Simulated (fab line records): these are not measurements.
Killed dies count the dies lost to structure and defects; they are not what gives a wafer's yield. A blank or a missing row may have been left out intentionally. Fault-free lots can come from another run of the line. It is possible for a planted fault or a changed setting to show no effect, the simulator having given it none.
Comparing a struck lot with a sound one || flow n5-finfet || 35 steps out of a route of 1938
Sound: these wafers, L215.2, L215.4, L215.5. Struck: wafer L231.4. (L231.1, L231.5 of the same lot were not struck and are left out.) The cause comes at the end.
Order at every step that has rows: each side's tool, ch and its chambers, its first start. Under that, the readings that differ: sound wafers || struck wafers || difference of the means || sigmas: that difference in standard deviations of wafers without a fault.
alike: readings with means less than 2 such deviations apart, plus words and numbers identical on both sides. not compared: withheld readings, readings lacking a value on some wafer, bounds such as >300 that could conceal the same value, and numbers that have no deviation in the record and whose values overlap.
A row with sigmas, a row that says differs or no value, or rows on one side alone: a step with any of these is where the two part. Numbers that have no deviation but don't overlap get no sigmas and don't part them. A reading missing from all wafers of one side parts the sides only when that side holds two or more wafers.

first, 8 steps without rows for these wafers: N5_ILD0_LINER_00 (material SiNx, target thk 4 nm, pulse time 1 s, purge time 2 s); N5_ILD0_FCVD_FILL_01 (material SiO2 flowable, target thk 200 nm, time 328.3 s); N5_ILD0_CURE_02 (time 1800 s); N5_ILD0_CMP_03 (polishes, stops on SiNx, t overpolish 1.9 s, target thk 197.38 nm); N5_ILD0_CMP_07 (polishes SiO2 flowable, stops on poly-Si, t overpolish 1.18 s, target thk 138.88 nm); N5_ILD0_PRECLEAN_10 (cleans in NF3:NH3, afs cycles 5, time 20 s, sublimation time 60 s); N5_ILD0_ALD_15 (deposits SiNx, target thk 24 nm, pulse time 1 s, ald cycles 480); N5_ILD0_CMP_12 (polishes SiNx, stops on poly-Si, t overpolish 6 s, target thk 17.67 nm).
N5_SDB_HM_DEP_00: deposits SiNx from SiH4/NH3/N2, target thk 40 nm, time 35.3 s.
  sound on pecvd-02 ch 0,1, day 4 15:36; struck on pecvd-02 ch 0, day 9 12:10
{"reading": "model.SiNx_of_SDB_HM_DEP_00.thk-nm (nm)", "sound": "39.8 39.8 40.6", "struck": 76.6, "difference": "+36.5", "sigmas": ""}
  alike: heater-power-w, showerhead-plenum-p-Torr, throttle-valve-pct
then, 13 steps without rows for these wafers: N5_SDB_COAT_03 (time 60 s, resist thk 100 nm); N5_SDB_COAT_04 (time 60 s, resist thk 18 nm); N5_SDB_COAT_05 (resist thk 90 nm); N5_SDB_EBR_07; N5_SDB_SOFTBAKE_06 (time 60 s); N5_SDB_EXPOSE_08 (exposes mask SDB); N5_SDB_PEB_09 (peb time 60 s); N5_SDB_DEVELOP_10 (develop time 30 s); N5_SDB_DESCUM_16 (chemistry O2, time 7.9 s); N5_SDB_ETCH_17 (etches SiARC in CF4, target depth 23.4 nm, time 39 s); N5_SDB_ETCH_18 (etches SOC in N2/H2, target depth 100 nm, overetch 20 nm, time 150 s); N5_SDB_STRIP_19 (strips in N2/H2); N5_SDB_STRIP_21 (strips in CF4).
N5_SDB_HM_OPEN_20: chemistry CH3F/O2, target SiNx, stops on poly-Si, target depth 24 nm.
  sound on rie-diel-04 ch 0,1,3, day 4 16:14; struck on rie-diel-04 ch 3, day 9 12:48
{"reading": "model.etch.depth-nm (nm)", "sound": "23.84 23.82 24.69", "struck": 34.27, "difference": "+10.15", "sigmas": ""}
  alike: drypump-motor-current-A, oes_ar_750_au, oes-product-au, rf-vpp-V, showerhead-plenum-p-Torr, throttle-valve-pct
  not compared: rf-hours-counter-h
then, 5 steps without rows for these wafers: N5_SDB_STRIP_22 (strips in N2/H2); N5_SDB_PRECLEAN_23 (cleans in dHF, time 30 s); N5_SDB_DUMMY_REMOVE_24 (chemistry TMAH, target poly-Si, stops on SiO2, target depth 142 nm, time 57 s, rinse time 30 s); N5_SDB_ETCH_25 (etches SiO2 in C4F6/O2, target depth 10 nm, time 3.3 s); N5_SDB_CUT_ETCH_26 (etches Si in HBr/Cl2/O2, target depth 129.6 nm, bt time 20 s, time 51.8 s).
N5_SDB_PRECLEAN_38: cleans in dHF, time 10 s.
  sound on wet-bench-01 ch 0,1,5, day 4 16:53; struck on wet-bench-03 ch 2, day 9 13:18
{"reading": "model.SiNx_of_SDB_HM_DEP_00.thk-nm (nm)", "sound": "22 21.4 23.4", "struck": 57.8, "difference": "+35.5", "sigmas": ""}
  alike: temp-c
then, 3 steps without rows for these wafers: N5_SDB_PRECLEAN_39 (cleans in O3/DIW, time 45 s); N5_SDB_SRD_28 (time 30 s); N5_SDB_ALD_29 (deposits SiNx, target thk 30 nm, pulse time 1 s, ald cycles 600).
N5_SDB_CMP_30: polishes, stops on poly-Si, t overpolish 1.54 s, target thk 30 nm.
  sound on cmp-01 ch 1,3, day 4 20:24; struck on cmp-01 ch 1, day 9 17:22
{"reading": "time-to-endpoint-s (s)", "sound": "20.6 23.7 21.3", "struck": 27.0, "difference": "+5.1", "sigmas": "+2"}
  alike: edge-zone-pressure-frac, motor-current-A
N5_BEOL_M4_RC_MEAS_101:
  the record has rows for the sound wafers here (prober-02 ch 0, day 9 10:25) and none for the struck ones
-- here the record skips 9 days between the struck wafers' starts before and after, leaving off in module BEOL_M4 and picking up in module PASSIVATION (first step shown: number 1936 of the route) --
N5_PASSIVATION_PROBE_49:
  sound: prober-01 at day 14 07:05; struck: prober-01 at day 18 05:27
{"reading": "defect-limited-yield (%)", "sound": "93.9 91.5 94.6", "struck": 0, "difference": -93, "sigmas": -58}
{"reading": "killed-at-front-end", "sound": "17 34 20", "struck": 1104, "difference": "+1080", "sigmas": "+90"}
{"reading": "killed-at-other", "sound": "1 2 4", "struck": 9, "difference": "+7", "sigmas": "+2"}
{"reading": "killed-dies", "sound": "72 100 64", "struck": 1180, "difference": "+1101", "sigmas": "+58"}
{"reading": "killed-on-rim", "sound": "9 9 5", "struck": 152, "difference": "+144", "sigmas": "+36"}
{"reading": "sort_bin_5_function (%)", "sound": "3.6 4.9 3.1", "struck": 97.0, "difference": "+93.1", "sigmas": "+93"}
{"reading": "sort-n-pass", "sound": "1108 1080 1116", "struck": 0, "difference": -1101, "sigmas": -58}
{"reading": "sort-yield-pct (%)", "sound": "93.9 91.5 94.6", "struck": 0, "difference": -93, "sigmas": -58}
  alike: killed_at_M0_to_M3, killed_at_M4_up, killed-at-contacts, killed-open, killed-short, sort_bin_6_memory

== WHERE THEY PART ==
First at N5_SDB_CMP_30; last, within this record, at N5_PASSIVATION_PROBE_49.

WHY: what the simulator had put in
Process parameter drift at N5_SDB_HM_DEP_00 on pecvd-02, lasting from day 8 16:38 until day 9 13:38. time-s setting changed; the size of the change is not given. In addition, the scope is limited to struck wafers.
